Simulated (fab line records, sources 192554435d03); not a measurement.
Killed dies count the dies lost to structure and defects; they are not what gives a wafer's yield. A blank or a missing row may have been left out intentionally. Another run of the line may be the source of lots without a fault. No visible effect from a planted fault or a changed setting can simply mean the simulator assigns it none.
Which tool did it? | flow n5 finfet | 26 wafers from 9 lots sampled at 5 of the route's 1938 steps

WHAT EACH GAUGE READ, for each wafer
N5_BEOL_M2_CD_MEAS_18: pitch 36 nm, target cd 18 nm. Usual: 17.9 nm for cd nm, sd 0.41.
lot  | measured     | on        | cd nm (nm)     | flag
L844 | day 6 13:31  | cd sem-01 | 18.4 18.0 17.9 |
L850 | day 8 01:31  | cd sem-03 | 18.7 18.4 18.2 |
L853 | day 9 03:43  | cd sem-03 | 17.8 18.4 18.1 |
L859 | day 10 07:40 | cd sem-03 | 17.6 17.6 17.5 |
L862 | day 11 10:19 | cd sem-03 | 17.9 18.0 17.9 |
L866 | day 12 03:04 | cd sem-01 | 17.5 17.3 18.2 |
L864 | day 12 05:08 | cd sem-01 | 17.1 18.1 17.8 |
L865 | day 12 05:10 | cd sem-02 | 17.9 18.2 17.7 |
L867 | day 12 16:44 | cd sem-02 | 17.9 17.9      |

N5_BEOL_M4_RC_MEAS_101. Usual: DIBL_N 36.0 mV/V, standard deviation 2.5; DIBL_P 36.2 mV/V, standard deviation 3; IOFF_N 0.16 nA/um, standard deviation 0.044; IOFF_P 0.21 nA/um, standard deviation 0.049; ION_N 671 uA/um, standard deviation 15; ION_P 461 uA/um, standard deviation 8.7; SS_N 71.5 mV/dec, standard deviation 0.72; SS_P 73.4 mV/dec, standard deviation 0.9; VT_N 251 mV, standard deviation 4.4; VT_P -250 mV, standard deviation 4.
lot  | measured     | on        | DIBL_N (mV/V)  | DIBL_P (mV/V)  | IOFF_N (nA/um) | IOFF_P (nA/um) | ION_N (uA/um) | ION_P (uA/um) | SS_N (mV/dec)  | SS_P (mV/dec)  | VT_N (mV)   | VT_P (mV)      | flag
L844 | day 8 12:22  | prober-01 | 34.7 36.7 33.9 | 33.8 36.3 32.7 | 0.13 0.16 0.12 | 0.20 0.24 0.19 | 653 672 667   | 456 469 468   | 71.5 71.4 71.0 | 72.0 73.8 72.1 | 255 249 252 | -250 -243 -246 |
L850 | day 10 03:35 | prober-01 | 36.4 34.6 35.0 | 36.8 33.4 35.4 | 0.15 0.11 0.12 | 0.20 0.16 0.20 | 678 653 669   | 464 452 468   | 71.5 70.4 71.6 | 73.5 72.5 72.8 | 252 255 255 | -251 -253 -252 |
L853 | day 10 17:22 | prober-01 | 34.2 34.1 37.7 | 34.9 35.2 39.4 | 0.13 0.14 0.21 | 0.20 0.20 0.29 | 657 672 699   | 457 464 482   | 71.5 70.9 72.3 | 72.8 73.4 73.4 | 252 250 245 | -252 -248 -246 |
L859 | day 12 11:42 | prober-02 | 34.1 37.7 34.2 | 35.5 38.3 35.0 | 0.13 0.21 0.14 | 0.21 0.25 0.20 | 669 676 667   | 466 466 466   | 71.0 72.5 71.3 | 73.4 74.1 73.2 | 251 247 249 | -248 -247 -252 |
L862 | day 12 21:49 | prober-01 | 35.9 34.4 36.0 | 37.7 35.8 37.3 | 0.18 0.14 0.18 | 0.26 0.22 0.24 | 676 655 677   | 469 460 469   | 71.0 70.9 72.3 | 73.7 73.8 73.8 | 248 255 248 | -244 -248 -247 |
L866 | day 13 20:39 | prober-01 | 40.1 36.2 37.9 | 40.6 35.1 37.6 | 0.25 0.13 0.19 | 0.31 0.19 0.25 | 689 651 675   | 470 453 463   | 73.0 71.1 71.8 | 74.3 73.0 73.6 | 245 255 246 | -242 -252 -246 |
L864 | day 13 18:57 | prober-02 | 36.2 33.7 39.4 | 37.6 33.4 39.8 | 0.16 0.11 0.22 | 0.25 0.17 0.28 | 674 657 694   | 477 453 471   | 71.6 71.6 73.2 | 73.7 72.2 73.9 | 250 256 243 | -247 -254 -246 |
L865 | day 13 21:25 | prober-01 | 36.4 39.7 34.3 | 36.3 40.5 32.5 | 0.17 0.26 0.13 | 0.25 0.34 0.18 | 678 698 672   | 473 475 460   | 72.1 72.2 70.5 | 73.6 74.3 72.5 | 251 242 251 | -248 -244 -249 |
L867 | day 14 06:51 | prober-02 | 37.1 34.0      | 38.2 34.5      | 0.17 0.12      | 0.21 0.16      | 685 675       | 470 460       | 71.1 70.8      | 74.5 73.5      | 253 252     | -253 -258      |

WHICH TOOL RAN EACH LOT (tool, then ch and the chambers of the sampled wafers, then the start)
lot  | N5_BEOL_M2_ETCH_63                 | N5_BEOL_M2_ETCHBACK_99             | N5_BEOL_M2_ETCH_70
L844 | rie diel-01 ch 2,3, day 6 13:08    | rie diel-01 ch 0,2, day 6 16:10    | rie diel-01 ch 0,2, day 6 16:13
L850 | rie diel-01 ch 1,2, day 8 00:59    | rie diel-01 ch 0,2,3, day 8 12:16  | rie diel-01 ch 0,2,3, day 8 12:20
L853 | rie diel-02 ch 0,1,2, day 9 03:20  | rie diel-01 ch 0,1,2, day 9 06:43  | rie diel-01 ch 0,1,2, day 9 06:45
L859 | rie diel-05 ch 0,2,3, day 10 07:17 | rie diel-05 ch 1,2,3, day 10 18:32 | rie diel-05 ch 1,2,3, day 10 18:35
L862 | rie diel-05 ch 0,1,2, day 11 09:55 | rie diel-02 ch 0,1,2, day 11 12:20 | rie diel-02 ch 0,1,2, day 11 12:22
L866 | rie diel-01 ch 0,1,3, day 12 02:19 | rie diel-01 ch 0,2,3, day 12 11:51 | rie diel-01 ch 0,2,3, day 12 11:53
L864 | rie diel-01 ch 0,1,2, day 12 04:25 | rie diel-02 ch 0,1,2, day 12 12:15 | rie diel-02 ch 0,1,2, day 12 12:17
L865 | rie diel-02 ch 0,1,2, day 12 04:31 | rie diel-01 ch 0,2,3, day 12 12:21 | rie diel-01 ch 0,2,3, day 12 12:23
L867 | rie diel-01 ch 2,3, day 12 16:20   | rie diel-02 ch 0,2, day 12 18:47   | rie diel-02 ch 0,2, day 12 18:49
- N5_BEOL_M2_ETCH_63: etches SiARC in CF4, target depth 15.6 nm, time 26 s.
- N5_BEOL_M2_ETCHBACK_99: etches SiO2 in CHF3, target depth 5 nm, time 10.4 s.
- N5_BEOL_M2_ETCH_70: etches SOC in N2/H2, target depth 80 nm, overetch 24 nm, time 130 s.

WHAT THE TOOLS THEMSELVES READ (means of the sampled wafers that have a number; where no wafer has one, the mark that the record gives instead)
N5_BEOL_M2_ETCH_63. Usual: drypump motor current A 5.8 A, standard deviation 0.48; etch rf on time s 26.4 s, standard deviation 0.84; oes product au 0.64 a.u., standard deviation 0.067; rf vpp V 184.1 V, standard deviation 1.2; showerhead plenum p Torr 2.14 Torr, standard deviation 0.064; throttle valve pct 15.74 %, standard deviation 0.24.
lot  | tool        | drypump motor current A (A) | etch rf on time s (s) | oes product au (a.u.) | rf vpp V (V) | showerhead plenum p Torr (Torr) | throttle valve pct (%) | flag
L844 | rie diel-01 | 5.7                         | 26.0                  | 0.66                  | 184.4        | 2.19                            | 15.79                  |
L850 | rie diel-01 | 6.3                         | 25.8                  | 0.61                  | 185.4        | 2.19                            | 15.61                  |
L853 | rie diel-02 | 5.6                         | 26.7                  | 0.63                  | 183.9        | 2.11                            | 15.74                  |
L859 | rie diel-05 | 6.0                         | 26.7                  | 0.60                  | 183.4        | 2.13                            | 15.75                  |
L862 | rie diel-05 | 5.7                         | 26.9                  | 0.59                  | 183.1        | 2.13                            | 15.89                  |
L866 | rie diel-01 | 6.2                         | 25.4                  | 0.74                  | 184.9        | 2.19                            | 15.43                  |
L864 | rie diel-01 | 6.2                         | 25.4                  | 0.73                  | 185.3        | 2.22                            | 15.58                  |
L865 | rie diel-02 | 5.6                         | 26.6                  | 0.62                  | 183.4        | 2.11                            | 15.80                  |
L867 | rie diel-01 | 5.8                         | 26.0                  | 0.62                  | 185.2        | 2.16                            | 15.86                  |

N5_BEOL_M2_ETCHBACK_99. Usual: drypump motor current A 5.8 A, standard deviation 0.42; oes product au 0.76 a.u., standard deviation 0.086; rf vpp V 241 V, standard deviation 7.8; showerhead plenum p Torr 2.16 Torr, standard deviation 0.072; throttle valve pct 17.19 %, standard deviation 0.28.
lot  | tool        | drypump motor current A (A) | oes product au (a.u.) | rf vpp V (V) | showerhead plenum p Torr (Torr) | throttle valve pct (%) | flag
L844 | rie diel-01 | 6.1                         | 0.72                  | 234          | 2.12                            | 17.52                  |
L850 | rie diel-01 | 5.9                         | 1.04                  | 237          | 2.14                            | 17.39                  | OFF
L853 | rie diel-01 | 6.2                         | 1.14                  | 238          | 2.16                            | 17.21                  | OFF
L859 | rie diel-05 | 5.4                         | 0.68                  | 246          | 2.19                            | 17.28                  |
L862 | rie diel-02 | 5.6                         | 0.73                  | 242          | 2.12                            | 17.22                  |
L866 | rie diel-01 | 5.9                         | 0.80                  | 239          | 2.21                            | 17.30                  |
L864 | rie diel-02 | 5.6                         | 0.72                  | 242          | 2.11                            | 17.24                  |
L865 | rie diel-01 | 5.9                         | 0.80                  | 238          | 2.21                            | 17.29                  |
L867 | rie diel-02 | 5.5                         | 0.72                  | 238          | 2.15                            | 17.35                  |

N5_BEOL_M2_ETCH_70. Usual: drypump motor current A 5.8 A, standard deviation 0.43; h2 flow sccm 200.0 sccm, standard deviation 0.6; oes product au 0.56 a.u., standard deviation 0.058; rf vpp V 524.1 V, standard deviation 2.3; showerhead plenum p Torr 2.56 Torr, standard deviation 0.08; throttle valve pct 17.98 %, standard deviation 0.28.
lot  | tool        | drypump motor current A (A) | h2 flow sccm (sccm) | oes product au (a.u.) | rf vpp V (V) | showerhead plenum p Torr (Torr) | throttle valve pct (%) | flag
L844 | rie diel-01 | 6.1                         | 199.8               | 0.53                  | 522.6        | 2.49                            | 18.22                  |
L850 | rie diel-01 | 5.9                         | 199.8               | 0.54                  | 523.1        | 2.53                            | 18.12                  |
L853 | rie diel-01 | 6.2                         | 200.2               | 0.59                  | 524.5        | 2.56                            | 17.96                  |
L859 | rie diel-05 | 5.4                         | 200.3               | 0.51                  | 525.4        | 2.57                            | 17.90                  |
L862 | rie diel-02 | 5.7                         | 200.7               | 0.54                  | 523.0        | 2.52                            | 18.14                  |
L866 | rie diel-01 | 5.9                         | 199.6               | 0.58                  | 525.7        | 2.62                            | 18.05                  |
L864 | rie diel-02 | 5.6                         | 199.5               | 0.54                  | 522.9        | 2.52                            | 18.15                  |
L865 | rie diel-01 | 5.9                         | 199.6               | 0.59                  | 525.8        | 2.62                            | 18.05                  |
L867 | rie diel-02 | 5.5                         | 200.1               | 0.54                  | 524.0        | 2.54                            | 18.18                  |

THE ANSWER, worked out from the rows above alone
Rule: lot off if the mean of its wafers having a number is beyond 3 standard deviations from the usual mean. Also off: a lot with no number at a reading for which 4 or more lots have one. Any other lot the step has rows for is counted as sound. Order of review: gauges by route order, followed by the tools' own readings, for which a lot's mean as printed above is used. The first step at which some lot is off is used, and at that step the reading that is off furthest; a lot without a number counts as furthest.
Off, at N5_BEOL_M2_ETCHBACK_99 on oes product au: L850, L853.
If a tool, at that step or one of the process steps before it, ran each lot that is off and ran no sound lot following the first of them, it fits. Of those tried, none fits.

WHAT WAS PUT IN BY THE SIMULATOR
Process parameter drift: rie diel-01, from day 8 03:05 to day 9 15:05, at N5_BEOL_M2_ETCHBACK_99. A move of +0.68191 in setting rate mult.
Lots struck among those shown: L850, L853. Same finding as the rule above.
